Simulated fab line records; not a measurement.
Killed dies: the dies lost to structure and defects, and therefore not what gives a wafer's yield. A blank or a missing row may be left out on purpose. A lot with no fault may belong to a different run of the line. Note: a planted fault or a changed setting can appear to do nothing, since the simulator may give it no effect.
A lot that was struck, set against a sound lot | flow n5Finfet | 35 out of 1938 route steps
Sound: the wafers L966.1, L966.2, L966.6. Struck: wafer L975.1 (left out: L975.3, L975.4 of the same lot, which were not struck); the cause appears at the end.
Order at every step that has rows: each side's tool, ch and its chambers, its first start. Under that, the readings that differ: sound wafers | struck wafers | difference of the means | sigmas: that difference in standard deviations of wafers without a fault.
alike: words and numbers the same on both sides, and readings whose means are apart by under 2 such deviations; not compared: readings that were withheld, readings missing a value for some wafer, numbers with overlapping values and no deviation given by the record, and bounds like >300 which may hide the same value.
A row with sigmas, a row that says differs or no value, or rows on one side alone: a step with any of these is where the two part. When numbers do not overlap yet have no deviation, they are printed without sigmas and do not part them. A reading that every wafer of one side lacks parts them only if that side has two wafers or more.

first, 9 steps without rows for these wafers: N5_MOL_CONTACT_COAG_SRD_128 (dry time 32 s); N5_MOL_CONTACT_COAG_CMP_52 (polishes, stops on SiO2, t overpolish 1.5 s, target thk 66.5 nm); N5_MOL_CONTACT_COAG_ANNEAL_112 (time 1800 s); N5_BEOL_M0_SAQP_PECVD_00 (deposits SiCN from 3MS/NH3, target thk 8 nm, time 14 s); N5_BEOL_M0_SAQP_ILD_DEP_01 (deposits SiOC from DEMS/O2, target thk 45.419 nm, time 8.7 s); N5_BEOL_M0_SAQP_HM_DEP_02 (deposits TiN, target thk 12 nm); N5_BEOL_M0_SAQP_PECVD_03 (deposits SiCN from 3MS/NH3, target thk 12 nm, time 21.1 s); N5_BEOL_M0_SAQP_PECVD_96 (deposits a-Si from SiH4/He, target thk 45 nm, time 45.2 s); N5_BEOL_M0_SAQP_PECVD_97 (deposits SiNx from SiH4/NH3/N2, target thk 23 nm, time 19.9 s).
N5_BEOL_M0_SAQP_PECVD_04: deposits a-Si from SiH4/He, target thk 60 nm, time 60.2 s.
  sound on pecvd-02 ch 0,1, day 5 14:07; struck on pecvd-02 ch 1, day 7 19:20
reading                                        | sound      | struck | difference | sigmas
model.a-Si_of_BEOL_M0_SAQP_PECVD_04.thkNm (nm) | 60 60 60.8 | 56     | -4         | 
  alike: heaterPowerW, showerheadPlenumPTorr, throttleValvePct
  not compared: rfFwdPowerW
N5_BEOL_M0_SAQP_THK_MEAS_05:
  sound on filmMetro-02, day 5 14:13; struck on filmMetro-02, day 7 19:26
reading    | sound          | struck | difference | sigmas
thkNm (nm) | 60.1 59.9 60.8 | 56.1   | -4.2       | -5
then, 15 steps without rows for these wafers: N5_BEOL_M0_SAQP_HM_DEP_111 (deposits SiO2 from SiH4/N2O, target thk 12 nm, time 7.2 s); N5_BEOL_M0_SAQP_COAT_81 (time 60 s, resist thk 100 nm); N5_BEOL_M0_SAQP_COAT_82 (time 60 s, resist thk 30 nm); N5_BEOL_M0_SAQP_COAT_08 (resist thk 90 nm); N5_BEOL_M0_SAQP_EBR_10; N5_BEOL_M0_SAQP_SOFTBAKE_09 (time 60 s); N5_BEOL_M0_SAQP_EXPOSE_11 (exposes mask M0 CORE, target cd 42 nm); N5_BEOL_M0_SAQP_PEB_12 (peb time 60 s); N5_BEOL_M0_SAQP_DEVELOP_13 (develop time 30 s); N5_BEOL_M0_SAQP_DESCUM_19 (chemistry O2, time 7.9 s); N5_BEOL_M0_SAQP_ETCH_83 (etches SiARC in CF4, target depth 39 nm, time 65 s); N5_BEOL_M0_SAQP_ETCH_84 (etches SOC in N2/H2, target depth 100 nm, overetch 20 nm, time 150 s); N5_BEOL_M0_SAQP_STRIP_80 (strips in N2/H2); N5_BEOL_M0_SAQP_HM_OPEN_112 (chemistry CHF3/O2, target SiO2, stops on a-Si, target depth 12 nm, time 13.5 s); N5_BEOL_M0_SAQP_STRIP_113 (strips in CHF3/O2).
N5_BEOL_M0_SAQP_MANDREL_ETCH_20: etches a-Si in HBr/Cl2, stops on SiNx, target depth 60 nm, bt time 10 s, time 30 s.
  sound on rieSi-05 ch 0,1, day 5 14:56; struck on rieSi-05 ch 0, day 7 20:50
reading                 | sound             | struck | difference | sigmas
oesProductAu (a.u.)     | 0.780 0.790 0.783 | 0.745  | -0.039     | -3
model.etch.depthNm (nm) | 60.08 59.91 60.8  | 56.09  | -4.17      | 
  alike: HBr_flow_sccm, drypumpMotorCurrentA, rfFwdPowerW, throttleValvePct
  not compared: rfHoursCounterH
then, 5 steps without rows for these wafers: N5_BEOL_M0_SAQP_STRIP_86 (strips in N2/H2); N5_BEOL_M0_SAQP_STRIP_115 (strips in post etch residue remover, time 60 s); N5_BEOL_M0_SAQP_SRD_93 (time 30 s); N5_BEOL_M0_SAQP_RECESS_114 (chemistry HF/NH3, target SiO2, target depth 14.4 nm, afs cycles 3, sublimation time 60 s); N5_BEOL_M0_SAQP_SPACER1_ALD_98 (deposits SiO2, target thk 12.8 nm, pulse time 1 s, purge time 2 s).
N5_BEOL_M0_SAQP_SPACER1_ETCHBACK_99: etches SiO2 in CHF3/O2, target depth 15.4 nm, time 7.7 s.
  sound on rieDiel-06 ch 1,2,3, day 5 16:01; struck on rieDiel-01 ch 1, day 7 21:58
reading                                        | sound             | struck | difference | sigmas
rfFwdPowerW (W)                                | 645.5 642.1 646.1 | 650.2  | +5.6       | +2
rfVppV (V)                                     | 524 520 524       | 541    | +18        | +2
model.a-Si_of_BEOL_M0_SAQP_PECVD_04.thkNm (nm) | 59.4 59.4 60.2    | 55.4   | -4.3       | 
  alike: drypumpMotorCurrentA, oesProductAu, showerheadPlenumPTorr, throttleValvePct
  not compared: rfHoursCounterH
then, 1 step without rows for these wafers: N5_BEOL_M0_SAQP_MANDREL1_REMOVE_100 (chemistry HBr/Cl2/O2, target a-Si, stops on SiNx, bt time 10 s).
N5_BEOL_M4_RC_MEAS_101:
  sound on prober-02 ch 0, day 7 17:55; struck on prober-02 ch 0, day 9 21:11
reading       | sound          | struck | difference | sigmas
DIBL_N (mV/V) | 38.9 37.2 36.5 | 33.6   | -3.9       | -2
  alike: DIBL_P, IOFF_N, IOFF_P, ION_N, ION_P, SS_N, SS_P, VT_N, VT_P

== WHERE THEY PART ==
Last at N5_BEOL_M4_RC_MEAS_101 as far as this record goes, first at N5_BEOL_M0_SAQP_THK_MEAS_05.

WHY: whatever the simulator had introduced
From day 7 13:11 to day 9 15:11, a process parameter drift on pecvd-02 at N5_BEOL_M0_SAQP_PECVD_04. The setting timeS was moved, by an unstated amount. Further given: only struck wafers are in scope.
